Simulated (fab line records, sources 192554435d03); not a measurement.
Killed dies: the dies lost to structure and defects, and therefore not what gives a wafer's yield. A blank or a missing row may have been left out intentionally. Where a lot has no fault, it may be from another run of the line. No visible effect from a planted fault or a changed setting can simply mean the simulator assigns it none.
fab line records | flow n5Finfet
[record] lots = 7 wafers = 18 lastDay = 17
route steps=1938 shown BEOL_M6@1219 PASSIVATION@1936
lots untouched by any fault: they come from a run of this same line in which no faults occurred
startH: hours from the record's opening day to when the first of the lot's shown wafers began | waitH: time in hours since the lot's previous step | " as in the row above | L1.1+2: a single row standing in for several wafers | - no value, or no start was given | * or withheld: withheld | < > ~ a bound
route shown NAME@n: names a module that has steps shown in the file, with the first one's number in the route | usual: the fault-free wafers' mean and standard deviation | same: alike in all rows | chamber/n: place in a boat | sites: per-site readings | _std_site: the standard deviation of these | _edge_site: the outer-site mean with the inner-site mean subtracted | radiusMm: for every site, how far away it sits from the centre of the wafer | mask NAME#n: copy n | behind: the most recent tool/chamber to have shaped the wafer | hold: the reason the lot was held/the length of the hold in hours/how it ended | device: whichever transistor did not switch (one of n, p or np) | end of line: the tests these same wafers got at the end of their route | a step without rows: its recipe alone | killed: at the first sort, the dies lost to defects and structure; wafer yield is something else | map: dies across one wafer; x = killed, . = not, _ = none there
set.NAME: setting as actually run; set.NAME@STEP: the setting as run at that earlier step | model.NAME: the simulator's own value behind a step, which no gauge read
lots at some steps of the route; a table a step, a row a wafer
services: the hour from which a tool's chamber was out of use, counted from the record's first day as startH (under 0 if before that day), plus the number of hours and why
[[steps]]
[step N5_BEOL_M6_COAT_64]
[recipe] resist = SiARC tempC = 220 timeS = 60 spinRpm = 1500 resistThkNm = 12
[step N5_BEOL_M6_COAT_71]
[recipe] resist = underlayer tempC = 205 timeS = 60 spinRpm = 1500 resistThkNm = 5
[step N5_BEOL_M6_COAT_22]
[recipe] resist = CAR-EUV spinRpm = 1500 resistThkNm = 30
[step N5_BEOL_M6_EBR_24]
[recipe] solvent = PGMEA ebrWidthMm = 1.5
[step N5_BEOL_M6_SOFTBAKE_23]
[recipe] tempC = 110 timeS = 60 resist = CAR-EUV
[step N5_BEOL_M6_EXPOSE_25]
[recipe] maskId = V5 na = 0.33 sourceShape = annular sigmaInner = 0.4 sigmaOuter = 0.8 polarization = unpolarized targetCdNm = 40 doseMj = 45
[step N5_BEOL_M6_PEB_26]
[recipe] pebTempC = 100 pebTimeS = 60 resist = CAR-EUV
[step N5_BEOL_M6_DEVELOP_27]
[recipe] developTimeS = 30 developer = TMAH resist = CAR-EUV rinseLiquid = surfactantRinse dry = airSpin devTempC = 23
[step N5_BEOL_M6_CD_MEAS_28]
[recipe] targetCdNm = 40 landingEnergyEv = 500 detector = seInlens
[usual] cdNm = 40.05/0.23
// columns lot.wafer tool chamber startH waitH cdNm
L813.1 cdSem-02 0 195.46 - 40.61
L813.2 " 0 " " 40.03
L813.4 " 0 " " 40.22
L815.2 cdSem-01 0 220.37 - 40.09
L815.5 " 0 " " 39.74
L815.6 " 0 " " 39.93
L820.2 cdSem-03 0 254.10 - 39.85
L820.6 " 0 " " 39.92
L821.1 cdSem-02 0 262.40 - 40.19
L821.2 " 0 " " 39.85
L823.2 cdSem-03 0 274.69 - 39.52
L823.6 " 0 " " 39.85
L828.1 cdSem-01 0 290.41 - 40.51
L828.5 " 0 " " 40.32
L828.6 " 0 " " 40.08
L830.2 cdSem-01 0 316.53 - 40.28
L830.4 " 0 " " 39.93
L830.6 " 0 " " 40.31
[step N5_BEOL_M6_OVL_MEAS_29]
[recipe] pointsPerWafer = 522
[usual] V5_OVL = 0.3/0.68
// columns lot.wafer tool chamber startH waitH V5_OVL[nm]
L813.1 overlay-02 0 195.49 0.0 0.4
L813.2 " 0 " " 0.3
L813.4 " 0 " " -1.0
L815.2 overlay-01 0 220.40 0.0 0.8
L815.5 " 0 " " 0.9
L815.6 " 0 " " 1.0
L820.2 overlay-01 0 254.14 0.0 -0.8
L820.6 " 0 " " 0.2
L821.1 overlay-01 0 262.43 0.0 1.6
L821.2 " 0 " " -0.2
L823.2 overlay-01 0 274.73 0.0 -0.1
L823.6 " 0 " " -0.4
L828.1 overlay-01 0 290.44 0.0 1.1
L828.5 " 0 " " 0.8
L828.6 " 0 " " 0.1
L830.2 overlay-02 0 316.57 0.0 0.6
L830.4 " 0 " " 0.8
L830.6 " 0 " " 0.6
[step N5_BEOL_M6_INSPECT_30]
[recipe] mode = adi inspectInstrument = brightfield
[usual] rawDefectCount = 419/86
// columns lot.wafer tool chamber startH waitH rawDefectCount
L813.1 defectInspect-02 - 195.54 0.1 354
L813.2 " - " " 262
L813.4 " - " " 355
L815.2 defectInspect-02 - 220.46 0.0 403
L815.5 " - " " 443
L815.6 " - " " 519
L820.2 defectInspect-01 - 254.19 0.0 584
L820.6 " - " " 513
L821.1 defectInspect-02 - 262.49 0.1 323
L821.2 " - " " 330
L823.2 defectInspect-01 - 274.78 0.0 320
L823.6 " - " " 527
L828.1 defectInspect-02 - 290.50 0.1 414
L828.5 " - " " 375
L828.6 " - " " 482
L830.2 defectInspect-02 - 316.62 0.0 317
L830.4 " - " " 285
L830.6 " - " " 319
[step N5_BEOL_M6_DESCUM_33]
[recipe] chemistry = O2 timeS = 7 sourcePowerW = 50 biasPowerW = 20 pressureMtorr = 20 rfFrequencyHz = 2.712e+07 tempC = 40 resist = CAR-EUV o2FlowSccm = 225
[usual] drypumpMotorCurrentA = 5.8/0.43 oesProductAu = 0.84/0.085 rfVppV = 243.3/1.3 showerheadPlenumPTorr = 2.11/0.069 throttleValvePct = 20.28/0.13
// columns lot.wafer tool chamber startH waitH drypumpMotorCurrentA oesProductAu rfHoursCounterH rfVppV showerheadPlenumPTorr throttleValvePct
L813.1 rieDiel-04 3 195.58 0.0 5.6 0.82 65 242.3 2.02 20.13
L813.2 " 0 " " 5.5 0.90 29 245.7 2.23 20.11
L813.4 " 1 " " 5.7 0.75 182 243.7 2.18 20.36
L815.2 rieDiel-02 0 220.82 0.4 5.9 0.87 66 244.3 2.11 20.28
L815.5 " 0 " " 5.9 0.87 - 243.8 2.11 20.28
L815.6 " 3 " " 6.2 0.70 - 244.1 2.15 20.10
L820.2 rieDiel-04 0 254.22 0.0 5.5 0.86 57 244.3 2.22 20.17
L820.6 " 3 " " 5.5 0.80 - 242.5 2.01 20.15
L821.1 rieDiel-04 3 262.53 0.0 5.5 0.79 93 240.8 2.01 20.15
L821.2 " 2 " " 6.3 0.97 8 243.2 2.07 20.27
L823.2 rieDiel-04 3 274.81 0.0 5.5 0.79 97 241.7 2.01 20.18
L823.6 " 1 " " 5.7 0.73 - 243.4 2.17 20.41
L828.1 rieDiel-03 1 290.53 0.0 6.2 0.83 51 242.2 2.14 20.47
L828.5 " 2 " " 4.8 0.86 - 241.5 2.04 20.25
L828.6 " 1 " " 6.3 0.84 - 244.5 2.14 20.51
L830.2 rieDiel-03 3 316.75 0.1 6.1 0.80 104 244.3 2.10 20.38
L830.4 " 0 " " 5.7 0.86 49 241.6 2.02 20.19
L830.6 " 1 " " 6.2 0.84 - 243.8 2.14 20.53
[step N5_BEOL_M6_ETCH_72]
[recipe] chemistry = N2/H2 target = underlayer targetDepthA = 65 maskMaterial = CAR-EUV timeS = 5.2 ionEnergyEv = 200 pressureMtorr = 30 sourceW = 840 biasW = 150 n2FlowSccm = 200 h2FlowSccm = 200 ends = cleared
[usual] drypumpMotorCurrentA = 5.8/0.43 etchRfOnTimeS = 5.15/0.098 h2FlowSccm = 199.9/0.61 oesProductAu = 0.72/0.076 rfVppV = 524.2/2.5 showerheadPlenumPTorr = 2.56/0.077 throttleValvePct = 17.71/0.17
// columns lot.wafer tool chamber startH waitH drypumpMotorCurrentA etchRfOnTimeS h2FlowSccm oesProductAu rfHoursCounterH rfVppV showerheadPlenumPTorr throttleValvePct
L813.1 rieDiel-04 3 195.61 0.0 5.6 5.21 200.2 0.70 65 522.5 2.47 17.68
L813.2 " 0 " " 5.6 5.13 198.9 0.77 29 530.1 2.69 17.37
L813.4 " 1 " " 5.7 5.19 200.6 0.64 182 526.7 2.64 17.86
L815.2 rieDiel-02 0 220.87 0.0 5.9 5.07 200.4 0.73 66 524.0 2.57 17.69
L815.5 " 0 " " 5.9 5.11 199.8 0.74 - 525.4 2.57 17.69
L815.6 " 3 " " 6.3 5.38 201.0 0.59 - 526.5 2.63 17.69
L820.2 rieDiel-04 0 254.26 0.0 5.5 3.39 200.1 0.95 57 529.2 2.68 17.50
L820.6 " 3 " " 5.5 5.07 199.2 0.70 - 520.0 2.46 17.72
L821.1 rieDiel-04 3 262.56 0.0 5.6 5.11 200.6 0.69 93 520.7 2.46 17.73
L821.2 " 2 " " 6.3 3.38 199.2 1.07 8 522.2 2.50 17.59
L823.2 rieDiel-04 3 274.85 0.0 5.5 3.43 199.9 0.88 97 524.3 2.45 17.81
L823.6 " 1 " " 5.7 5.18 199.6 0.62 - 525.5 2.62 17.91
L828.1 rieDiel-03 1 290.57 0.0 6.3 5.16 200.0 0.73 51 527.6 2.59 17.86
L828.5 " 2 " " 4.8 5.08 199.8 0.77 - 522.4 2.47 17.60
L828.6 " 1 " " 6.2 5.12 200.5 0.74 - 524.5 2.59 17.88
L830.2 rieDiel-03 3 316.78 0.0 6.1 5.31 199.6 0.67 104 524.1 2.56 17.84
L830.4 " 0 " " 5.8 5.12 199.4 0.72 49 523.3 2.47 17.83
L830.6 " 1 " " 6.3 5.17 200.5 0.71 - 524.3 2.59 17.90
[step N5_BEOL_M6_ETCH_65]
[recipe] chemistry = CF4 target = SiARC targetDepthA = 156 maskMaterial = CAR-EUV timeS = 26 ionEnergyEv = 80 pressureMtorr = 40 sourceW = 545 biasW = 36 Ar_flow_sccm = 100 cf4FlowSccm = 100 ends = cleared
[usual] drypumpMotorCurrentA = 5.8/0.43 etchRfOnTimeS = 25.9/0.48 mfcArSccm = 100.0/0.3 oesProductAu = 0.72/0.074 rfVppV = 184.3/1.1 showerheadPlenumPTorr = 2.16/0.065 throttleValvePct = 15.46/0.12
// columns lot.wafer tool chamber startH waitH drypumpMotorCurrentA etchRfOnTimeS mfcArSccm oesProductAu rfHoursCounterH rfVppV showerheadPlenumPTorr throttleValvePct
L813.1 rieDiel-04 3 195.63 0.0 5.5 25.6 100.3 0.71 65 183.6 2.08 15.41
L813.2 " 0 " " 5.5 25.7 100.2 0.77 29 187.4 2.28 15.32
L813.4 " 1 " " 5.7 26.0 99.9 0.63 182 184.8 2.22 15.55
L815.2 rieDiel-02 0 220.90 0.0 5.9 25.6 99.8 0.74 66 185.2 2.17 15.44
L815.5 " 0 " " 5.9 25.6 100.2 0.74 - 185.3 2.17 15.43
L815.6 " 3 " " 6.3 26.9 100.3 0.59 - 184.3 2.20 15.43
L820.2 rieDiel-04 0 254.27 0.0 5.5 25.6 99.7 0.73 57 185.7 2.27 15.35
L820.6 " 3 " " 5.5 25.2 99.8 0.69 - 184.1 2.07 15.44
L821.1 rieDiel-04 3 262.58 0.0 5.5 25.8 100.4 0.69 93 182.1 2.07 15.47
L821.2 " 2 " " 6.3 26.1 100.1 0.83 8 183.6 2.11 15.33
L823.2 rieDiel-04 3 274.86 0.0 5.5 25.5 100.6 0.68 97 183.8 2.07 15.46
L823.6 " 1 " " 5.7 26.2 99.5 0.61 - 183.9 2.21 15.61
L828.1 rieDiel-03 1 290.59 0.0 6.3 26.1 99.7 0.72 51 185.4 2.18 15.50
L828.5 " 2 " " 4.8 25.4 100.1 0.75 - 183.7 2.09 15.43
L828.6 " 1 " " 6.2 26.3 99.7 0.72 - 184.4 2.18 15.49
L830.2 rieDiel-03 3 316.80 0.0 6.1 26.6 99.3 0.68 104 183.6 2.15 15.62
L830.4 " 0 " " 5.7 25.5 100.3 0.73 49 184.3 2.10 15.46
L830.6 " 1 " " 6.3 26.2 99.8 0.71 - 184.8 2.17 15.54
[step N5_PASSIVATION_PROBE_49]
[usual] defectLimitedYield = 91.4/1.5 killed_at_M0_to_M3 = 32/9.8 killed_at_M4_up = 15/5.6 killedAtContacts = 12/5.4 killedAtFrontEnd = 40/13 killedAtOther = 3.0/2.1 killedDies = 102/17 killedOpen = 67/13 killedShort = 32/7.1 sort_bin_5_function = 5.1/0.96 sort_bin_6_memory = 3.2/0.7 sort_bin_8_speed = 0.0/0.3 sortNPass = 1078/18 sortYieldPct = 91.3/1.5
[same] grossDies = 1180 killedAtBackSide = 0 sort_bin_4_leakage[%] = 0
// columns lot.wafer tool chamber startH waitH defectLimitedYield[%] killed_at_M0_to_M3 killed_at_M4_up killedAtContacts killedAtFrontEnd killedAtOther killedDies killedOpen killedShort sort_bin_5_function[%] sort_bin_6_memory[%] sort_bin_8_speed[%] sortNPass sortYieldPct[%]
L815.2 prober-02 - 313.03 0.1 93.0 31 7 12 26 7 83 57 25 3.9 2.9 0 1097 93.0
L815.5 prober-02 - 313.18 0.2 93.7 32 11 12 18 1 74 49 25 4.0 2.1 0 1106 93.7
L815.6 prober-02 - 313.23 0.3 92.8 25 17 17 23 3 85 60 24 4.6 2.3 0 1095 92.8
L820.2 prober-01 - 347.49 0.1 88.7 35 30 22 40 6 133 86 43 6.9 4.2 0 1047 88.7
L820.6 prober-01 - 347.69 0.3 90.6 48 20 7 28 8 111 69 39 6.0 3.1 0 1069 90.6
L821.1 prober-02 - 352.40 0.0 93.0 27 10 14 27 5 83 54 26 4.4 2.3 0 1097 93.0
L821.2 prober-02 - 352.45 0.1 93.9 30 10 10 22 0 72 45 23 3.4 2.5 0 1108 93.9
// killed by level:class
L815.2 MOL_CONTACT_COAG:geometricParticle:open=10 BEOL_M0_SAQP:geometricParticle:open=10 BEOL_M4:geometricParticle:open=5 BEOL_M1:geometricParticle:open=5 BEOL_M0_SAQP:geometricParticle:short=4 BEOL_M2:geometricParticle:open=4 STARTING-WAFER:geometricParticle:open=4 STI_FIN_REVEAL:geometricParticle:open=3
L815.5 MOL_CONTACT_COAG:geometricParticle:open=9 BEOL_M0_SAQP:geometricParticle:short=9 BEOL_M3:geometricParticle:open=8 BEOL_M4:geometricParticle:open=6 STI_FIN_REVEAL:geometricParticle:open=4 BEOL_M0_SAQP:geometricParticle:open=4 BEOL_M0:geometricParticle:short=4 FIN_SAQP:geometricParticle:open=3
L815.6 MOL_CONTACT_COAG:geometricParticle:open=15 BEOL_M4:geometricParticle:open=9 FIN_SAQP:geometricParticle:open=5 BEOL_M1:geometricParticle:open=5 BEOL_M0:geometricParticle:open=4 BEOL_M3:geometricParticle:open=4 FIN_SAQP:geometricParticle:short=3 GATE_CUT:geometricParticle:short=3
L820.2 MOL_CONTACT_COAG:geometricParticle:open=17 FIN_SAQP:geometricParticle:short=13 BEOL_M4:geometricParticle:open=10 BEOL_M3:geometricParticle:open=9 BEOL_M0_SAQP:geometricParticle:short=8 BEOL_M1:geometricParticle:open=7 STI_FIN_REVEAL:geometricParticle:open=6 DUMMY_GATE:geometricParticle:open=6
L820.6 BEOL_M0_SAQP:geometricParticle:short=11 BEOL_M0:geometricParticle:open=9 BEOL_M3:geometricParticle:open=8 MOL_CONTACT_COAG:geometricParticle:open=7 STARTING-WAFER:geometricParticle:short=6 FIN_SAQP:geometricParticle:open=5 DUMMY_GATE:geometricParticle:open=5 BEOL_M1:geometricParticle:open=5
L821.1 MOL_CONTACT_COAG:geometricParticle:open=14 BEOL_M0_SAQP:geometricParticle:open=7 FIN_SAQP:geometricParticle:short=6 BEOL_M3:geometricParticle:open=6 STI_FIN_REVEAL:geometricParticle:open=4 FIN_SAQP:geometricParticle:open=3 STI_FIN_REVEAL:geometricParticle:short=3 GATE_CUT:geometricParticle:short=3
L821.2 BEOL_M0_SAQP:geometricParticle:short=10 MOL_CONTACT_COAG:geometricParticle:open=8 FIN_SAQP:geometricParticle:short=5 BEOL_M0_SAQP:geometricParticle:open=5 FIN_SAQP:geometricParticle:open=4 BEOL_M2:geometricParticle:open=4 BEOL_M3:geometricParticle:open=4 DUMMY_GATE:geometricParticle:open=3
[[services]]
// columns tool chamber startH hours kind
rieDiel-03 - 212.07 0.1 repair
rieDiel-04 2 216.41 - clean
rieDiel-04 2 216.41 - consumableReplace:focusRing
rieDiel-04 2 216.41 23.9 scheduledDown
rieDiel-04 2 216.41 23.9 ventCycle
rieDiel-02 1 219.16 - clean
rieDiel-02 1 219.16 - consumableReplace:focusRing
rieDiel-02 1 219.16 - consumableReplace:showerhead
rieDiel-02 1 219.16 21.4 scheduledDown
rieDiel-02 1 219.16 21.4 ventCycle
rieDiel-03 - 223.88 15.6 pm
rieDiel-04 3 238.86 7.2 repair
rieDiel-02 3 311.75 - clean
rieDiel-02 3 311.75 - consumableReplace:focusRing
rieDiel-02 3 311.75 20.7 scheduledDown
rieDiel-02 3 311.75 20.7 ventCycle
[[key]]
[firstSign] step = N5_BEOL_M6_ETCH_72 reading = etchRfOnTimeS direction = down sigmas = 18 usual = * struck = *
[effect] step = N5_BEOL_M6_ETCH_72 reading = oesProductAu direction = up sigmas = 3.3 usual = 0.72 struck = 0.97
metAt N5_BEOL_M6_ETCH_72
struckWafers L820.2,L821.2,L823.2
onsetBetween 195.61 254.26
[fault] kind = processParameterDrift tool = rieDiel-04 chamber = - onsetH = 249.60 steps = N5_BEOL_M6_ETCH_72 channel = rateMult offset = 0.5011 shape = step endH = 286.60 scope = struckWafersOnly
